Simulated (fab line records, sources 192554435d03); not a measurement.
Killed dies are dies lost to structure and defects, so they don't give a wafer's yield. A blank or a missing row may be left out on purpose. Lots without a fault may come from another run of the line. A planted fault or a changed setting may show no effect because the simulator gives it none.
Chamber matching | flow n5_finfet | N5_GATE_CUT_HM_DEP_46 on pecvd-04: 3 sister chambers
The step deposits SiO2 from TEOS/O2, target thk 130 nm, time 26.6 s. 6 wafers are shown with their chamber, then 10 later ones without.

WAFERS WITH THEIR CHAMBER
wafer  | chamber | throttle_valve_pct (%) | showerhead_vpp_V (V)
L080.4 | 1       | 21.1                   | 1816
L079.4 | 1       | 20.9                   | 1812
L081.1 | 2       | 18.6                   | 1835
L081.6 | 0       | 18.9                   | 2061
L088.2 | 2       | 18.6                   | 1773
L088.3 | 0       | 18.8                   | 2048

WAFERS WITHOUT THEIR CHAMBER
wafer  | throttle_valve_pct (%) | showerhead_vpp_V (V)
L088.6 | 18.6                   | 1799
L090.2 | 21.0                   | 1838
L090.4 | 18.8                   | 2082
L090.6 | 18.8                   | 1795
L092.1 | 18.8                   | 2072
L092.2 | 20.6                   | 1791
L092.4 | 18.7                   | 2036
L095.2 | 21.2                   | 1823
L095.5 | 18.7                   | 1798
L095.6 | 21.0                   | 1781

WHICH CHAMBER EACH WENT THROUGH
wafer  | from the rows above | in truth
L088.6 | 2                   | 2
L090.2 | 1                   | 1
L090.4 | 0                   | 0
L090.6 | 2                   | 2
L092.1 | 0                   | 0
L092.2 | 1                   | 1
L092.4 | 0                   | 0
L095.2 | 1                   | 1
L095.5 | 2                   | 2
L095.6 | 1                   | 1
Placed correctly: 10 of 10. Can't be placed from these rows: 0. Placed wrongly: 0.
How it was worked out, from the rows above alone: a wafer's distance from a chamber is the root of the sum, over the readings, of the square of ((its reading less the chamber's mean) divided by the reading's scatter). The wafer belongs to the nearest chamber; if the next one is less than 2 further off, it can't be placed. A chamber's mean is the mean of its shown wafers. The scatter: the root of (the sum of the squares of (reading less its chamber's mean) over the shown wafers, divided by (wafers less chambers)).
